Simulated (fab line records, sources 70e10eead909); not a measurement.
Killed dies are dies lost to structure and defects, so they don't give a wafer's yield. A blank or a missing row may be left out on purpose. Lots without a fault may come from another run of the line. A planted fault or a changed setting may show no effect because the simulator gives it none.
Which tool did it? | flow nand_harc | 13 lots, 39 wafers sampled, at 5 steps of a route of 1302

WHAT THE GAUGES READ, wafer by wafer
NHARC_END_SORT_01.
lot  | measured     | on        | defect_limited_yield (%) | killed_at_array | killed_at_other | killed_at_periphery | killed_dies | killed_open | killed_short
L749 | day 30 09:19 | prober-02 | 78.6 81.4 83.5           | 77 74 80        | 0 0 0           | 68 52 32            | 145 126 112 | 4 3 1       | 2 0 2
L751 | day 31 17:06 | prober-01 | 82.4 89.2 84.6           | 42 34 40        | 1 2 3           | 76 37 61            | 119 73 104  | 2 1 3       | 6 4 1

WHICH TOOL RAN EACH LOT (tool, then ch and the chambers of the sampled wafers, then the start)
lot  | NHARC_P_M1_STRIP_19                 | NHARC_A_BONDPAD_ETCH_24                       | NHARC_THIN_TSV_DEP_47           | NHARC_THIN_TSV_DEGAS_53
L734 | wet_bench-10 ch 2,5,6, day 6 01:36  | rie_diel-06 ch 0,1,2, day 23 07:26 or earlier | pecvd-04 ch 0,1,2, day 23 07:26 | pvd_sputter-02, day 23 10:22
L735 | wet_bench-08 ch 1,2,4, day 6 17:24  | rie_diel-05 ch 0,1,2, day 24 03:20 or earlier | pecvd-04 ch 0,1, day 24 03:20   | pvd_sputter-02, day 24 06:13
L738 | wet_bench-08 ch 0,1,7, day 7 21:06  | rie_diel-05 ch 0,3, day 25 03:25 or earlier   | pecvd-01 ch 0,1,2, day 25 03:25 | pvd_sputter-01, day 25 06:17
L739 | wet_bench-10 ch 1,3,6, day 8 07:10  | rie_diel-03 ch 0,1,2, day 25 19:50 or earlier | pecvd-04 ch 0,1,2, day 25 19:50 | pvd_sputter-01, day 25 22:46
L740 | wet_bench-10 ch 3,4,5, day 8 21:53  | rie_diel-03 ch 0,1, day 27 02:21 or earlier   | pecvd-01 ch 0,1,2, day 27 02:21 | pvd_sputter-02, day 27 05:17
L743 | wet_bench-10 ch 1,2,7, day 10 06:13 | rie_diel-03 ch 1,2, day 28 01:38 or earlier   | pecvd-04 ch 0,1, day 28 01:38   | pvd_sputter-02, day 28 04:35
L745 | wet_bench-08 ch 0,1,5, day 10 21:22 | rie_diel-05 ch 0,1,2, day 28 02:47 or earlier | pecvd-03 ch 0,1,2, day 28 02:47 | pvd_sputter-01, day 28 05:47
L747 | wet_bench-08 ch 1,2,3, day 12 05:57 | rie_diel-05 ch 0,2,3, day 29 22:26 or earlier | pecvd-04 ch 0,1,2, day 29 22:26 | pvd_sputter-01, day 30 01:21
L749 | wet_bench-10 ch 4,5,6, day 12 16:53 | rie_diel-05 ch 0,3, day 29 19:53 or earlier   | pecvd-03 ch 0,1, day 29 19:53   | pvd_sputter-01, day 29 22:47
L750 | wet_bench-08 ch 3,4,7, day 13 00:07 | rie_diel-03 ch 1,3, day 29 21:03 or earlier   | pecvd-01 ch 0,1, day 29 21:03   | pvd_sputter-01, day 30 00:04
L751 | wet_bench-10 ch 0,1,4, day 13 11:01 | rie_diel-03 ch 0,1,2, day 31 00:33 or earlier | pecvd-03 ch 0,1, day 31 00:33   | pvd_sputter-03, day 31 03:31
L755 | wet_bench-08 ch 0,2,7, day 14 22:36 | rie_diel-03 ch 1,2, day 32 05:17 or earlier   | pecvd-01 ch 1,2, day 32 05:17   | pvd_sputter-03, day 32 08:25
L756 | wet_bench-08 ch 2,3,4, day 15 13:14 | rie_diel-03 ch 0,1, day 33 00:40 or earlier   | pecvd-01 ch 0,1,2, day 33 00:40 | pvd_sputter-02, day 33 03:36
- NHARC_P_M1_STRIP_19: strips in post etch residue remover, time 600 s.
- NHARC_A_BONDPAD_ETCH_24: etches the open film in CF4/N2, target depth 30 nm, time 72.99 s.
- NHARC_THIN_TSV_DEP_47: deposits SiO2, target thk 200 nm.
- NHARC_THIN_TSV_DEGAS_53: time 60 s.

WHAT THE TOOLS THEMSELVES READ (means of the sampled wafers that have a number; where no wafer has one, the mark that the record gives instead)
NHARC_A_BONDPAD_ETCH_24.
lot  | tool        | chamber_pressure_mTorr (mTorr) | drypump_motor_current_A (A) | oes_product_au (a.u.) | rf_vpp_V (V) | showerhead_plenum_p_Torr (Torr) | throttle_valve_pct (%)
L734 | rie_diel-06 | 30.015                         | 5.4                         | 1.002                 | 313.7        | 2.63                            | 19.797
L735 | rie_diel-05 | 29.996                         | 5.9                         | 1.003                 | 316.2        | 2.79                            | 19.793
L738 | rie_diel-05 | 29.972                         | 5.8                         | 0.998                 | 315.4        | 2.70                            | 19.785
L739 | rie_diel-03 | 29.995                         | 5.5                         | 0.994                 | 311.0        | 2.48                            | 19.795
L740 | rie_diel-03 | 29.990                         | 5.9                         | 0.997                 | 311.2        | 2.50                            | 19.804
L743 | rie_diel-03 | 29.992                         | 5.2                         | 0.997                 | 311.5        | 2.46                            | 19.794
L745 | rie_diel-05 | 29.972                         | 5.9                         | 1.001                 | 317.5        | 2.78                            | 19.790
L747 | rie_diel-05 | 29.988                         | 5.7                         | 1.003                 | 315.1        | 2.75                            | 19.790
L749 | rie_diel-05 | 30.006                         | 5.8                         | 0.998                 | 315.3        | 2.70                            | 19.793
L750 | rie_diel-03 | 29.995                         | 5.4                         | 1.003                 | 311.8        | 2.48                            | 19.797
L751 | rie_diel-03 | 29.991                         | 5.5                         | 0.997                 | 310.8        | 2.48                            | 19.796
L755 | rie_diel-03 | 29.989                         | 5.1                         | 0.999                 | 311.8        | 2.46                            | 19.792
L756 | rie_diel-03 | 29.962                         | 5.9                         | 0.996                 | 311.5        | 2.50                            | 19.789

NHARC_THIN_TSV_DEP_47.
lot  | tool     | flow_sccm (sccm) | throttle_valve_pct (%)
L734 | pecvd-04 | 2657             | 16.1
L735 | pecvd-04 | 2649             | 15.8
L738 | pecvd-01 | 2639             | 16.1
L739 | pecvd-04 | 2647             | 16.4
L740 | pecvd-01 | 2653             | 16.1
L743 | pecvd-04 | 2642             | 16.0
L745 | pecvd-03 | 2646             | 15.8
L747 | pecvd-04 | 2649             | 16.3
L749 | pecvd-03 | 2653             | 15.9
L750 | pecvd-01 | 2659             | 16.1
L751 | pecvd-03 | 2646             | 15.9
L755 | pecvd-01 | 2652             | 16.0
L756 | pecvd-01 | 2648             | 16.2

NHARC_THIN_TSV_DEGAS_53.
lot  | tool           | heater_power_w (W)
L734 | pvd_sputter-02 | 436
L735 | pvd_sputter-02 | 420
L738 | pvd_sputter-01 | 490
L739 | pvd_sputter-01 | 492
L740 | pvd_sputter-02 | 444
L743 | pvd_sputter-02 | 448
L745 | pvd_sputter-01 | 502
L747 | pvd_sputter-01 | 473
L749 | pvd_sputter-01 | 472
L750 | pvd_sputter-01 | 487
L751 | pvd_sputter-03 | 442
L755 | pvd_sputter-03 | 464
L756 | pvd_sputter-02 | 427

THE ANSWER, worked out from the rows above alone
Rule: what is usual is taken from the lots themselves. Put in order of their means at a reading, lots are off if they are a third of the lots or fewer, leave a main group of 4 or more, and stand apart from it by a gap of 3 or more times the standard deviation of the main group's means; of several such gaps the widest counts. A main group whose means are all the same, to the digits that the tables above print for the reading, isn't used. A lot without any number at a reading at which 4 lots or more have one is off too. The other lots that the step has rows for count as sound. The gauges are gone through in route order, then the tools' own readings, and for those a lot's mean is taken as printed above. The first step at which some lot is off is used, and at that step the reading that is off furthest; a lot without a number counts as furthest.
No lot is off at any reading shown: from this, nothing can be told.

WHAT THE SIMULATOR HAD PUT IN
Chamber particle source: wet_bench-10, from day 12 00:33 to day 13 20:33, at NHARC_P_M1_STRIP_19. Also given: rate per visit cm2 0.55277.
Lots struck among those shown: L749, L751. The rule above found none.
